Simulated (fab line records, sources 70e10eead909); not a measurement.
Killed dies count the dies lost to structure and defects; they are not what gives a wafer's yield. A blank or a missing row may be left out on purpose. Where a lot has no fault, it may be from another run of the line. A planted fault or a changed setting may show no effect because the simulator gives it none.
Chamber matching    flow nand-harc    3 sister chambers for NHARC_A_CONTACT_DEP_29 on pecvd-01
The step deposits SiON, target thk 100 nm. 14 wafers are shown with their chamber, then 7 later ones without.

WAFERS WITH THEIR CHAMBER
wafer   chamber  heater-power-w (W)
L074.1  2        655
L074.4  0        883
L074.6  1        646
L077.2  1        728
L077.4  1        698
L077.6  2        767
L079.1  0        849
L079.2  2        782
L079.3  1        720
L087.1  1        710
L087.4  0        850
L087.6  1        719
L089.1  0        837
L089.3  2        677

SIGNATURES (means of the wafers above)
reading         chamber 0  chamber 1  chamber 2  scatter within a chamber
heater-power-w  854.75     703.50     720.25     40.2
Rule: a wafer lies at a distance from a chamber equal to the root of the sum of squares, over the readings, of (its reading less the chamber's mean, divided by the reading's scatter). If the next closest chamber is less than 2 further off than the closest, the wafer can't be placed; otherwise it belongs to the closest. The scatter: the root of (the sum of the squares of (reading less its chamber's mean) over the shown wafers, divided by (wafers less chambers)).

WAFERS WITHOUT THEIR CHAMBER
wafer   heater-power-w (W)
L089.6  737
L088.1  763
L088.2  730
L088.5  743
L095.3  982
L095.5  636
L095.6  700

EACH ONE'S CHAMBER
wafer   from the rows above           in truth
L089.6  can't be placed: 2 or 1       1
L088.1  can't be placed: 2 or 1 or 0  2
L088.2  can't be placed: 2 or 1       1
L088.5  can't be placed: 2 or 1       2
L095.3  0                             0
L095.5  can't be placed: 1 or 2       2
L095.6  can't be placed: 1 or 2       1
Correct placement for 1 of the 7. Not placeable from these rows: 6 (in 6, the candidates include the true chamber). 0 placed wrongly.
